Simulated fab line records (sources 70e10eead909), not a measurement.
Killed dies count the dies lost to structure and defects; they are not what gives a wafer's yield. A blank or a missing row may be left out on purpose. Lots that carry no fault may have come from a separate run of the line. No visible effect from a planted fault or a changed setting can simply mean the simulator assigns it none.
3 desks, one fault    flow nand-harc    only its own numbers are on each desk; what lay behind them is given at the end

== THE TOOL OWNER'S DESK: rie-si-06 ==
The tool's own readings at NHARC_P_GATE_ETCH_32 (etches the open film in HBr/Cl2, target depth 150 nm, time 100.1 s): means of the sampled wafers that have a number, for each lot that ran on this tool. Marked OUT: a lot whose mean sits more than 4 standard deviations from the usual mean, which makes it out of limits; the brackets give that distance.
Columns: A = drypump-motor-current-A at NHARC_P_GATE_ETCH_32, usual 5.7 A; B = oes-product-au at NHARC_P_GATE_ETCH_32, usual 0.998 a.u.; C = rf-fwd-power-W at NHARC_P_GATE_ETCH_32, usual 397.2 W; D = throttle-valve-pct at NHARC_P_GATE_ETCH_32, usual 26.406 %
lot   first seen here  A    B                 C      D
L365  day 5 17:39      5.6  1.004             397.1  26.404
L372  day 8 07:52      5.7  0.989             397.7  26.407
L375  day 9 15:55      6.0  1.009             397.4  26.407
L385  day 13 16:01     5.8  1.119 (+10) OUT   398.1  26.399
L386  day 14 03:22     5.7  1.074 (+6.3) OUT  396.9  26.405
L387  day 14 18:58     5.6  1.068 (+5.9) OUT  398.1  26.416
This desk's finding: out of limits on L385, L386, L387; first on L385, day 13 16:01 (oes-product-au at NHARC_P_GATE_ETCH_32). L365, L372, L375 stayed within limits.

== THE DEFECT DESK ==
What the inspections along the route counted, lot by lot: means of the sampled wafers that have a number. Marked OUT: a lot whose mean sits more than 4 standard deviations from the usual mean, which makes it out of limits; the brackets give that distance.
Columns: A = raw-defect-count at NHARC_P_STI_INSPECT_11, usual 5.5
lot   first seen here  A
L365  day 3 11:02      7.0
L366  day 3 14:58      3.3
L367  day 4 00:37      6.0
L368  day 4 12:58      3.0
L370  day 5 06:19      4.7
L371  day 5 19:05      6.7
L372  day 6 02:48      4.3
L373  day 6 12:50      5.3
L375  day 7 10:05      6.7
L376  day 7 19:05      5.3
L378  day 8 14:49      7.3
L385  day 11 13:41     8.0
L386  day 12 00:45     4.3
L387  day 12 10:28     5.0
Finding of this desk: none of the 14 lots has anything out of limits.

== FROM THE METROLOGY DESK ==
What the gauges read for every lot (on any tool): the sampled wafers with a number, averaged. Marked OUT: a lot whose mean sits more than 4 standard deviations from the usual mean, which makes it out of limits; the brackets give that distance.
Columns: A = trench-depth-nm at NHARC_P_STI_OCD_MEAS_43, usual 301 nm; B = trench-foot-cd-nm at NHARC_P_STI_OCD_MEAS_43, usual 157.7 nm
lot   first seen here  A    B
L365  day 3 12:14      299  158.5
L366  day 3 16:09      302  157.0
L367  day 4 01:47      298  159.6
L368  day 4 14:08      298  158.0
L370  day 5 07:29      302  158.7
L371  day 5 20:15      304  158.6
L372  day 6 04:01      297  153.6
L373  day 6 14:03      302  157.5
L375  day 7 11:16      302  156.7
L376  day 7 20:16      303  156.4
L378  day 8 15:59      303  158.3
L385  day 11 14:53     303  156.6
L386  day 12 01:55     298  155.2
L387  day 12 11:38     299  159.7
Finding of this desk: none of the 14 lots has anything out of limits.

== ALL TOGETHER ==
At day 13 16:01, on L385, L386, L387, the tool owner's desk was in a position to raise an alarm.
Nothing out of limits was seen by the defect desk.
Metrology desk: nothing out of limits seen.
The defect desk has L385, L386, L387 on record, within its limits.
The metrology desk has L385, L386, L387 on record, within its limits.
Every lot named ran NHARC_P_GATE_ETCH_32 on rie-si-06.

== WHAT THE SIMULATOR PUT IN ==
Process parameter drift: rie-si-06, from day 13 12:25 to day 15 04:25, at NHARC_P_GATE_ETCH_32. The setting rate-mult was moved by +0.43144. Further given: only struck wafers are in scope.
Lots struck among those shown: L385, L386, L387.
Each desk's first reading out of limits, in hours after the fault started: the tool owner's desk, 4.
